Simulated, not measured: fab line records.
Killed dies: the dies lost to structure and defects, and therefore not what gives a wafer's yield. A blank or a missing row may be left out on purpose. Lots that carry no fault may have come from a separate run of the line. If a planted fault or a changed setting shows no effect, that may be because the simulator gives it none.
fab line records -- flow n5-finfet
[record] lots = 6, wafers = 18, last-day = 17
route steps=1938 shown BEOL_M15@1809
lots untouched by any fault: they come from a run of this same line in which no faults occurred
start-h: the number of hours between the record's first day and the start of the first shown wafer of the lot -- wait-h: how many hours have passed since the lot's step before this one -- " repeats the value in the row above -- L1.1+2: a single row standing in for several wafers -- - value missing, or start not given -- * or withheld: withheld -- < > ~ a bound
route shown NAME@n: names a module that has steps shown in the file, with the first one's number in the route -- usual: mean/standard deviation taken from wafers without a fault -- same: alike in all rows -- chamber/n: place in a boat -- sites: readings site by site -- _std_site: the values' standard deviation -- _edge_site: outer sites' mean less inner sites' -- radius-mm: how far each site lies from the wafer's centre -- mask NAME#n: copy n -- behind: tool/chamber where the wafer was last shaped -- hold: why the lot was held/for how many hours/how that ended -- device: transistor that didn't switch, given as n, p or np -- end of line: the same wafers' tests at the end of the route -- a step given without rows: its recipe and nothing more -- killed: the dies lost at the first sort to structure and to defects; this is not the yield of the wafer -- map: dies across one wafer; x = killed, . = not, _ = none there
set.NAME: the setting as run; set.NAME@STEP: as run at that earlier step -- model.NAME: the simulator's own value behind a step, which no gauge read
lots at some steps of the route; a table a step, a row a wafer
services: a tool's chamber out of use, with start hour (start-h, from the record's first day; less than 0 if before it), hours out, and reason
[[steps]]
[step N5_BEOL_M15_TRENCH_ETCH_34]
[recipe] chemistry = C4F8/O2/Ar, target = SiO2, target-depth-a = 8729.3, he-inner-torr = 15, he-outer-torr = 30, time-s = 199, ion-energy-ev = 800, pressure-mtorr = 20, source-w = 1905, bias-w = 2040, Ar_flow_sccm = 400, C4F8_flow_sccm = 16, O2_flow_sccm = 12
[usual] chamber-pressure-mTorr = 19.999/0.019, drypump-motor-current-A = 5.8/0.39, he-outer-torr = 30.00/0.061, oes-product-au = 0.79/0.098, rf-vpp-V = 2216/27, showerhead-plenum-p-Torr = 3.40/0.13, throttle-valve-pct = 31.0/0.35
lot.wafer,tool,chamber,start-h,wait-h,chamber-pressure-mTorr,drypump-motor-current-A,he-outer-torr,oes-product-au,rf-hours-counter-h,rf-vpp-V,showerhead-plenum-p-Torr,throttle-valve-pct
L925.4,rie-diel-06,2,267.30,0.1,20.020,5.6,30.01,0.77,-,2191,3.17,31.0
L925.5,rie-diel-06,0,267.30,0.1,20.024,5.7,30.04,0.72,-,2189,3.43,31.1
L925.6,rie-diel-06,3,267.30,0.1,19.986,6.2,30.00,0.72,-,2219,3.41,31.4
L937.3,rie-diel-06,2,321.57,0.0,20.012,5.7,29.86,0.75,175,2189,3.17,31.1
L937.5,rie-diel-06,0,321.57,0.0,19.998,5.7,29.97,0.71,-,2188,3.42,31.2
L937.6,rie-diel-06,1,321.57,0.0,19.985,5.2,29.95,0.91,-,2202,3.36,30.2
L942.1,rie-diel-06,1,374.38,0.0,20.004,5.2,29.97,0.88,28,2200,3.35,30.2
L942.4,rie-diel-06,0,374.38,0.0,19.999,5.7,29.99,0.71,-,2188,3.42,31.2
L942.6,rie-diel-06,1,374.38,0.0,19.988,5.2,29.99,0.88,-,2200,3.35,30.3
L944.1,rie-diel-05,2,377.12,0.0,19.984,6.2,30.03,0.90,32,2293,3.64,30.4
L944.2,rie-diel-05,1,377.12,0.0,20.024,6.0,30.17,0.71,228,2201,3.40,30.7
L944.3,rie-diel-05,0,377.12,0.0,20.002,6.4,29.98,0.85,56,2214,3.60,31.1
L947.1,rie-diel-01,2,397.95,0.0,19.991,5.2,30.02,0.82,80,2238,3.33,30.9
L947.2,rie-diel-01,0,397.95,0.0,19.984,6.2,29.89,0.90,14,2254,3.66,30.8
L947.4,rie-diel-01,3,397.95,0.0,19.971,5.6,30.01,0.97,8,2213,3.54,31.2
L948.2,rie-diel-01,0,402.07,0.0,20.012,6.2,30.06,0.89,16,2255,3.65,30.7
L948.4,rie-diel-01,1,402.07,0.0,20.019,6.1,29.97,0.88,26,2220,3.37,30.9
L948.6,rie-diel-01,2,402.07,0.0,20.016,5.2,30.02,0.82,-,2239,3.33,30.9
[step N5_BEOL_M15_STRIP_36]
[recipe] chemistry = O2, power-w = 600, temp-c = 60, pressure-mtorr = 30, rf-frequency-hz = 6e+07, bias-power-w = 0, overash-fraction = 0.3, o2-flow-sccm = 225
[usual] chamber-pressure-mTorr = 29.99/0.048, drypump-motor-current-A = 5.9/0.38, oes-product-au = 0.81/0.11, rf-vpp-V = 3.6/0.83, showerhead-plenum-p-Torr = 2.11/0.092, temp-c = 60.01/0.12, throttle-valve-pct = 16.66/0.29
lot.wafer,tool,chamber,start-h,wait-h,chamber-pressure-mTorr,drypump-motor-current-A,oes-product-au,rf-hours-counter-h,rf-vpp-V,showerhead-plenum-p-Torr,temp-c,throttle-valve-pct
L925.4,rie-diel-06,2,270.20,2.8,30.06,5.6,0.77,-,3.5,1.92,60.07,16.84
L925.5,rie-diel-06,3,270.20,2.8,29.97,6.2,0.72,-,5.2,2.08,60.00,17.11
L925.6,rie-diel-06,0,270.20,2.8,30.00,5.7,0.72,-,2.9,2.07,60.11,16.79
L937.3,rie-diel-01,2,333.57,11.8,30.09,5.2,0.85,57,4.0,2.05,59.85,16.62
L937.5,rie-diel-01,2,333.57,11.8,30.00,5.2,0.82,-,4.6,2.05,59.90,16.58
L937.6,rie-diel-01,3,333.57,11.8,29.91,5.6,0.68,-,4.6,2.16,59.98,17.05
L942.1,rie-diel-01,0,377.44,2.9,30.04,6.2,0.93,8,5.6,2.24,59.93,16.35
L942.4,rie-diel-01,3,377.44,2.9,29.97,5.6,0.99,2,3.6,2.16,60.08,16.60
L942.6,rie-diel-01,0,377.44,2.9,29.95,6.2,0.94,-,3.4,2.24,59.91,16.37
L944.1,rie-diel-01,2,378.23,0.9,29.95,5.2,0.80,73,3.3,2.04,60.16,16.64
L944.2,rie-diel-01,0,378.23,0.9,30.05,6.2,0.93,8,2.8,2.23,60.03,16.34
L944.3,rie-diel-01,3,378.23,0.9,29.99,5.6,0.99,2,3.2,2.16,59.98,16.61
L947.1,rie-diel-05,0,398.64,0.5,29.99,6.4,0.82,62,4.8,2.21,60.05,16.84
L947.2,rie-diel-05,1,398.64,0.5,29.89,6.0,0.70,235,2.5,2.06,60.01,16.62
L947.4,rie-diel-05,3,398.64,0.5,30.00,6.2,0.94,22,2.9,2.15,60.15,16.58
L948.2,rie-diel-06,0,402.96,0.7,30.04,5.7,0.70,226,3.4,2.05,59.84,16.87
L948.4,rie-diel-06,1,402.96,0.7,29.96,5.2,0.86,38,4.3,2.05,60.04,16.22
L948.6,rie-diel-06,3,402.96,0.7,30.00,6.2,0.69,-,2.8,2.07,59.92,17.19
[step N5_BEOL_M15_STRIP_62]
[recipe] chemistry = O2, power-w = 600, temp-c = 60, pressure-mtorr = 30, rf-frequency-hz = 6e+07, bias-power-w = 0, overash-fraction = 0.3, o2-flow-sccm = 225
[step N5_BEOL_M15_STRIP_37]
[recipe] chemistry = O2, power-w = 600, temp-c = 60, pressure-mtorr = 30, rf-frequency-hz = 6e+07, bias-power-w = 0, overash-fraction = 0.3, o2-flow-sccm = 225
[usual] chamber-pressure-mTorr = 30.00/0.037, drypump-motor-current-A = 5.9/0.38, oes-product-au = 0.81/0.11, rf-vpp-V = 3.7/0.7, showerhead-plenum-p-Torr = 2.11/0.092, temp-c = 59.99/0.12, throttle-valve-pct = 16.66/0.29
lot.wafer,tool,chamber,start-h,wait-h,chamber-pressure-mTorr,drypump-motor-current-A,oes-product-au,rf-hours-counter-h,rf-vpp-V,showerhead-plenum-p-Torr,temp-c,throttle-valve-pct
L925.4,rie-diel-06,2,-,-,29.97,5.6,0.77,-,4.3,1.92,60.26,16.82
L925.5,rie-diel-06,3,-,-,29.98,6.2,0.73,-,3.7,2.08,59.78,17.11
L925.6,rie-diel-06,0,-,-,30.08,5.7,0.72,-,3.6,2.07,59.95,16.77
L937.3,rie-diel-01,2,-,-,30.03,5.2,0.83,57,4.5,2.05,59.87,16.61
L937.5,rie-diel-01,2,-,-,30.03,5.2,0.84,-,4.0,2.05,59.93,16.61
L937.6,rie-diel-01,3,-,-,29.98,5.6,0.68,-,4.1,2.16,59.89,17.03
L942.1,rie-diel-01,0,-,-,30.01,6.2,0.91,8,3.2,2.24,60.03,16.34
L942.4,rie-diel-01,3,-,-,29.97,5.6,0.99,2,2.3,2.16,59.90,16.60
L942.6,rie-diel-01,0,-,-,29.99,6.2,0.93,-,3.6,2.24,60.01,16.36
L944.1,rie-diel-01,2,-,-,30.01,5.3,0.81,73,3.8,2.04,60.10,16.63
L944.2,rie-diel-01,0,-,-,29.89,6.2,0.93,8,3.7,2.24,60.13,16.37
L944.3,rie-diel-01,3,-,-,29.99,5.6,0.98,2,4.2,2.16,60.11,16.60
L947.1,rie-diel-05,0,-,-,29.94,6.5,0.82,62,4.2,2.21,59.88,16.84
L947.2,rie-diel-05,1,-,-,30.02,6.0,0.68,235,3.5,2.06,60.13,16.61
L947.4,rie-diel-05,3,-,-,30.01,6.1,0.94,22,3.7,2.15,59.96,16.60
L948.2,rie-diel-06,0,-,-,29.95,5.6,0.69,226,4.0,2.05,59.92,16.85
L948.4,rie-diel-06,1,-,-,29.98,5.2,0.86,38,4.0,2.05,59.98,16.22
L948.6,rie-diel-06,3,-,-,29.98,6.2,0.69,-,3.4,2.07,59.88,17.21
[step N5_BEOL_M15_ETCH_38]
[recipe] chemistry = CF4/N2, target = SiCN, target-depth-a = 1064, taper-deg = 2, time-s = 120.5, ion-energy-ev = 150, mask-material = SiO2, pressure-mtorr = 40, source-w = 430, bias-w = 70, Ar_flow_sccm = 100, cf4-flow-sccm = 60, n2-flow-sccm = 60
[step N5_BEOL_M15_PRECLEAN_39]
[recipe] chemistry = residue-remover, time-s = 60, temp-c = 40
[step N5_BEOL_M15_SRD_40]
[recipe] time-s = 30, temp-c = 23, rinse-liquid = diw, dry = n2-spin, spin-rpm = 1500, dry-time-s = 30
[step N5_BEOL_M15_DEGAS_41]
[recipe] ambient = vacuum, temp-c = 300, time-s = 60
[usual] heater-power-w = 461/49
lot.wafer,tool,chamber,start-h,wait-h,heater-power-w
L925.4,pvd-sputter-02,-,270.86,0.4,401
L925.5,pvd-sputter-02,-,270.86,0.4,416
L925.6,pvd-sputter-02,-,270.86,0.4,449
L937.3,pvd-sputter-01,-,334.23,0.3,475
L937.5,pvd-sputter-01,-,334.23,0.3,478
L937.6,pvd-sputter-01,-,334.23,0.3,461
L942.1,pvd-sputter-01,-,378.07,0.3,461
L942.4,pvd-sputter-01,-,378.07,0.3,459
L942.6,pvd-sputter-01,-,378.07,0.3,433
L944.1,pvd-sputter-01,-,378.85,0.3,467
L944.2,pvd-sputter-01,-,378.85,0.3,475
L944.3,pvd-sputter-01,-,378.85,0.3,424
L947.1,pvd-sputter-02,-,399.33,0.4,405
L947.2,pvd-sputter-02,-,399.33,0.4,420
L947.4,pvd-sputter-02,-,399.33,0.4,503
L948.2,pvd-sputter-03,-,403.39,0.1,437
L948.4,pvd-sputter-03,-,403.39,0.1,580
L948.6,pvd-sputter-03,-,403.39,0.1,585
[step N5_BEOL_M15_PRE_CLEAN_42]
[recipe] gas = H2/He, time-s = 30, temp-c = 300
[step N5_BEOL_M15_SPUTTER_43]
[recipe] material = TaN, target-thk-a = 150, temp-c = 50, bias-v = 168.6, power-w = 15000, chamber-pressure-pa = 0.12, time-s = 24.19
[step N5_BEOL_M15_SPUTTER_44]
[recipe] material = Ta, target-thk-a = 150, temp-c = 50, bias-v = 80, power-w = 15000, chamber-pressure-pa = 0.07, time-s = 24.19
[usual] cathode-dc-power-W = 15000/2.7, throttle-valve-pct = 29.8/1.1
lot.wafer,tool,chamber,start-h,wait-h,cathode-dc-power-W,throttle-valve-pct
L925.4,pvd-sputter-02,-,271.02,0.0,15002,28.8
L925.5,pvd-sputter-02,-,271.02,0.0,14998,30.3
L925.6,pvd-sputter-02,-,271.02,0.0,15003,30.5
L937.3,pvd-sputter-01,-,334.39,0.0,14997,30.3
L937.5,pvd-sputter-01,-,334.39,0.0,15002,28.8
L937.6,pvd-sputter-01,-,334.39,0.0,15001,30.8
L942.1,pvd-sputter-01,-,378.23,0.0,15001,31.1
L942.4,pvd-sputter-01,-,378.23,0.0,15004,28.5
L942.6,pvd-sputter-01,-,378.23,0.0,15001,29.0
L944.1,pvd-sputter-01,-,379.01,0.0,15001,28.8
L944.2,pvd-sputter-01,-,379.01,0.0,14999,30.8
L944.3,pvd-sputter-01,-,379.01,0.0,14998,29.1
L947.1,pvd-sputter-02,-,399.49,0.0,15004,29.1
L947.2,pvd-sputter-02,-,399.49,0.0,14997,30.3
L947.4,pvd-sputter-02,-,399.49,0.0,15003,29.3
L948.2,pvd-sputter-03,-,403.55,0.0,14999,31.5
L948.4,pvd-sputter-03,-,403.55,0.0,14997,29.4
L948.6,pvd-sputter-03,-,403.55,0.0,15002,29.7
[step N5_BEOL_M15_SPUTTER_45]
[recipe] material = Cu, target-thk-a = 1000, temp-c = -20, bias-v = 60, power-w = 26000, chamber-pressure-pa = 0.13, time-s = 16.67
[usual] cathode-dc-power-W = 25999/4.8, chuck-sensor-temp-C = -16.2/0.51, throttle-valve-pct = 29.8/1.1
lot.wafer,tool,chamber,start-h,wait-h,cathode-dc-power-W,chuck-sensor-temp-C,throttle-valve-pct
L925.4,pvd-sputter-02,-,271.10,0.0,25999,-16.6,29.0
L925.5,pvd-sputter-02,-,271.10,0.0,25997,-16.6,30.1
L925.6,pvd-sputter-02,-,271.10,0.0,25998,-16.7,30.8
L937.3,pvd-sputter-01,-,334.47,0.0,26006,-16.5,30.6
L937.5,pvd-sputter-01,-,334.47,0.0,25998,-15.9,29.0
L937.6,pvd-sputter-01,-,334.47,0.0,25994,-16.7,31.0
L942.1,pvd-sputter-01,-,378.31,0.0,24923,-16.7,31.1
L942.4,pvd-sputter-01,-,378.31,0.0,25999,-15.9,28.7
L942.6,pvd-sputter-01,-,378.31,0.0,26005,-16.1,29.1
L944.1,pvd-sputter-01,-,379.09,0.0,26003,-15.7,28.5
L944.2,pvd-sputter-01,-,379.09,0.0,24928,-16.6,30.9
L944.3,pvd-sputter-01,-,379.09,0.0,26000,-16.2,29.3
L947.1,pvd-sputter-02,-,399.57,0.0,26009,-16.5,29.3
L947.2,pvd-sputter-02,-,399.57,0.0,25996,-16.8,29.8
L947.4,pvd-sputter-02,-,399.57,0.0,25997,-15.6,29.3
L948.2,pvd-sputter-03,-,403.63,0.0,25998,-15.9,31.6
L948.4,pvd-sputter-03,-,403.63,0.0,26000,-17.0,29.5
L948.6,pvd-sputter-03,-,403.63,0.0,25996,-16.8,29.8
[step N5_BEOL_M15_ECD_47]
[recipe] material = Cu, target-thk-a = 18600
[[services]]
tool,chamber,start-h,hours,kind
rie-diel-05,1,244.64,5.5,repair
rie-diel-01,0,249.43,3.8,repair
rie-diel-06,1,259.30,-,clean
rie-diel-06,1,259.30,-,consumable-replace:focus-ring
rie-diel-06,1,259.30,16.3,scheduled-down
rie-diel-01,2,265.90,16.8,repair
rie-diel-01,1,303.50,-,clean
rie-diel-01,1,303.50,-,consumable-replace:focus-ring
rie-diel-01,1,303.50,23.9,scheduled-down
rie-diel-01,1,303.50,23.9,vent-cycle
pvd-sputter-02,-,322.06,8.6,repair
rie-diel-01,0,327.72,-,clean
rie-diel-01,0,327.72,-,consumable-replace:focus-ring
rie-diel-01,0,327.72,-,consumable-replace:showerhead
rie-diel-01,0,327.72,23.3,scheduled-down
rie-diel-01,0,327.72,23.3,vent-cycle
rie-diel-01,3,354.42,-,clean
rie-diel-01,3,354.42,-,consumable-replace:focus-ring
rie-diel-01,3,354.42,17.7,scheduled-down
rie-diel-01,3,354.42,17.7,vent-cycle
pvd-sputter-02,-,354.74,5.9,repair
pvd-sputter-03,-,364.90,3.4,repair
rie-diel-05,-,370.65,0.8,repair
rie-diel-06,2,372.79,4.4,repair
[[key]]
[first-sign] step = N5_BEOL_M15_SPUTTER_45, reading = cathode-dc-power-W, direction = down, sigmas = 99+, usual = *, struck = *
effect none on later readings
met-at N5_BEOL_M15_SPUTTER_45
struck-wafers L942.1,L944.2
onset-between 334.47 378.31
[fault] kind = process-parameter-drift, tool = pvd-sputter-01, chamber = -, onset-h = 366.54, steps = N5_BEOL_M15_SPUTTER_45, channel = power-w, offset = *, shape = step, end-h = 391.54, acts-in = *, stated = *, scope = struck-wafers-only
